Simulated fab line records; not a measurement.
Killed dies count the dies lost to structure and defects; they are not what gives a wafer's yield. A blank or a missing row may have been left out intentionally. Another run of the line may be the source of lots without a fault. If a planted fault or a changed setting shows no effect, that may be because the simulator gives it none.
Comparing a struck lot with a sound one + flow nand-harc + 24 out of 1302 route steps
Sound: these wafers, L603.1, L603.4, L603.6. Struck: wafer L591.1. (L591.2, L591.6 of the same lot were not struck and are left out.) The cause comes at the end.
For every step that has rows: the tool of each side, followed by ch and its chambers, followed by its first start. Under that, the readings that differ: sound wafers + struck wafers + difference of the means + sigmas: that difference in standard deviations of wafers without a fault.
alike: words and numbers the same on both sides, and readings whose means are apart by under 2 such deviations; not compared: readings that were withheld, readings missing a value for some wafer, numbers with overlapping values and no deviation given by the record, and bounds like >300 which may hide the same value.
The two part at a step that has a row with sigmas, a row that says differs or no value, or rows on one side only. Numbers that don't overlap but have no deviation are shown without sigmas and don't part them. A reading missing from all wafers of one side parts the sides only when that side holds two or more wafers.

NHARC_P_CONTACT_DEP_00: deposits SiO2, target thk 500 nm.
  sound on pecvd-03 ch 1,2; struck on pecvd-04 ch 1
| reading            | sound       | struck | difference | sigmas |
|--------------------|-------------|--------|------------|--------|
| heater-power-w (W) | 466 465 567 | 770    | +271       | +4     |
  alike: throttle-valve-pct
NHARC_P_CONTACT_CMP_01: polishes SiO2, target thk 200 nm.
  sound on cmp-03 ch 1,2,3, day 15 06:49; struck on cmp-01 ch 1, day 9 21:18
  alike: motor-current-A
then, 9 steps without rows for these wafers: NHARC_P_CONTACT_SRD_03; NHARC_P_CONTACT_DEHYDRATE_04 (time 120 s); NHARC_P_CONTACT_HMDS_05 (time 30 s); NHARC_P_CONTACT_COAT_33 (time 75 s); NHARC_P_CONTACT_COAT_34 (time 65 s); NHARC_P_CONTACT_COAT_06 (resist thk 90 nm); NHARC_P_CONTACT_SOFTBAKE_07 (time 55 s); NHARC_P_CONTACT_EBR_08; NHARC_P_CONTACT_EXPOSE_09 (exposes mask P CA, target cd 90 nm).
NHARC_P_CONTACT_PEB_10: peb time 65 s.
  sound on litho-track-06 ch 0, day 15 07:26; struck on litho-track-06 ch 0, day 9 21:56
  alike: exhaust-pa
then, 1 step without rows for these wafers: NHARC_P_CONTACT_DEVELOP_11 (develop time 35 s).
NHARC_P_CONTACT_CD_MEAS_12: target cd 90 nm.
  sound on cd-sem-02 ch 0, day 15 07:31; struck on cd-sem-02 ch 0, day 9 22:01
| reading    | sound          | struck | difference | sigmas |
|------------|----------------|--------|------------|--------|
| cd-nm (nm) | 89.5 89.2 89.1 | 97.1   | +7.8       | +8     |
NHARC_P_CONTACT_OVL_MEAS_13:
  sound on overlay-02, day 15 07:36; struck on overlay-01, day 9 22:06
  alike: overlay-x-nm, overlay-y-nm
NHARC_P_CONTACT_INSPECT_14:
  sound on defect-inspect-02, day 15 07:38; struck on defect-inspect-02, day 9 22:08
  alike: raw-defect-count
NHARC_P_CONTACT_DESCUM_17: chemistry O2, time 3 s.
  sound on rie-diel-01 ch 1,2,3, day 15 07:42; struck on rie-diel-01 ch 2, day 9 22:12
| reading                    | sound             | struck | difference | sigmas |
|----------------------------|-------------------|--------|------------|--------|
| model.P_CONTACT.cd-nm (nm) | 89.06 88.28 88.91 | 96.14  | +7.39      |        |
  alike: chamber-pressure-mTorr, drypump-motor-current-A, oes-product-au, rf-vpp-V, showerhead-plenum-p-Torr, throttle-valve-pct
  not compared: rf-hours-counter-h
NHARC_P_CONTACT_ETCH_35: etches the open film in CF4, target depth 39 nm, time 65 s.
  sound on rie-diel-01 ch 0,2, day 15 07:47; struck on rie-diel-01 ch 0, day 9 22:17
  alike: chamber-pressure-mTorr, drypump-motor-current-A, oes-product-au, rf-vpp-V, showerhead-plenum-p-Torr, throttle-valve-pct
  not compared: rf-hours-counter-h
NHARC_P_CONTACT_ETCH_36: etches the open film in N2/H2, target depth 260 nm, time 406.25 s.
  sound on rie-diel-01 ch 0,2,3; struck on rie-diel-01 ch 3
| reading                | sound                | struck | difference | sigmas |
|------------------------|----------------------|--------|------------|--------|
| throttle-valve-pct (%) | 14.155 14.153 14.158 | 14.176 | +0.021     | +2     |
  alike: chamber-pressure-mTorr, drypump-motor-current-A, h2-flow-sccm, oes-product-au, rf-vpp-V, showerhead-plenum-p-Torr
  not compared: rf-hours-counter-h
NHARC_P_CONTACT_ETCH_18: etches the open film in C4F8/O2/Ar, target depth 481 nm, time 240.5 s.
  sound on rie-diel-01 ch 1,3; struck on rie-diel-01 ch 3
| reading                        | sound                | struck | difference | sigmas |
|--------------------------------|----------------------|--------|------------|--------|
| chamber-pressure-mTorr (mTorr) | 25.000 25.024 25.003 | 24.955 | -0.054     | -2     |
  alike: oes-product-au, rf-vpp-V
  not compared: rf-hours-counter-h
then, 1 step without rows for these wafers: NHARC_P_CONTACT_STRIP_37 (strips in C4F8/O2/Ar).
NHARC_P_CONTACT_ETCH_31: etches the open film in CH3F/O2, target depth 30 nm, time 85.7 s.
  sound on rie-diel-01 ch 1,2,3; struck on rie-diel-01 ch 2
| reading                    | sound             | struck | difference | sigmas |
|----------------------------|-------------------|--------|------------|--------|
| model.P_CONTACT.cd-nm (nm) | 90.96 88.66 89.77 | 93.16  | +3.36      |        |
  alike: chamber-pressure-mTorr, drypump-motor-current-A, oes-product-au, rf-vpp-V, showerhead-plenum-p-Torr, throttle-valve-pct
  not compared: rf-hours-counter-h
NHARC_P_CONTACT_CD_MEAS_19:
  sound on cd-sem-03, day 15 08:34; struck on cd-sem-02, day 9 23:04
  alike: cd-nm
then, 1 step without rows for these wafers: NHARC_P_CONTACT_STRIP_28 (strips in O2).

WHERE THEY PART
At NHARC_P_CONTACT_DEP_00 first; at NHARC_P_CONTACT_ETCH_18 last (within this record only). Later steps at which nothing parts them and some readings are alike: NHARC_P_CONTACT_ETCH_31, NHARC_P_CONTACT_CD_MEAS_19.

WHY: the cause the simulator had injected
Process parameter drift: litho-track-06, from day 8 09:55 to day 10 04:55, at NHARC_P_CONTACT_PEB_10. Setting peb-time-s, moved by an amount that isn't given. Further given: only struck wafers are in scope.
